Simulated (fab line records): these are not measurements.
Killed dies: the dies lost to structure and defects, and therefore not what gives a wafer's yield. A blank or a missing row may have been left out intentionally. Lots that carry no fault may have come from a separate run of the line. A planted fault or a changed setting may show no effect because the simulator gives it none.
Matching of chambers | flow nand-harc | NHARC_A_STAIRCASE_TRIM_187 on rie-diel-12: 4 sister chambers
The step chemistry O2, time 211.2 s. 4 wafers are shown with their chamber, then 7 later ones without.

## EACH WAFER AND ITS CHAMBER
wafer  | chamber | showerhead-plenum-p-Torr (Torr)
L084.3 | 3       | 3.62
L089.2 | 2       | 3.70
L094.1 | 0       | 3.49
L094.4 | 1       | 3.62

## WAFERS WITH NO CHAMBER GIVEN
wafer  | showerhead-plenum-p-Torr (Torr)
L094.6 | 3.69
L093.4 | 3.49
L093.5 | 3.69
L093.6 | 3.62
L096.3 | 3.60
L096.5 | 3.48
L096.6 | 3.61

## CHAMBER TAKEN BY EACH
wafer  | from the rows above     | in truth
L094.6 | 2                       | 2
L093.4 | 0                       | 0
L093.5 | 2                       | 2
L093.6 | can't be placed: 1 or 3 | 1
L096.3 | can't be placed: 1 or 3 | 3
L096.5 | 0                       | 0
L096.6 | can't be placed: 1 or 3 | 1
Correctly placed: 4 of 7. Not placeable from these rows: 3 (in 3, the candidates include the true chamber). Placed wrongly: 0.
How it was worked out, from the rows above alone: a wafer's distance from a chamber is the root of the sum, over the readings, of the square of ((its reading less the chamber's mean) divided by the reading's scatter). The wafer belongs to the nearest chamber; if the next one is less than 2 further off, it can't be placed. Each chamber's mean is taken over the wafers shown for it. The scatter (one wafer shown for each chamber): square how far every hidden wafer sits from the nearest shown wafer, average those squares and take the square root.
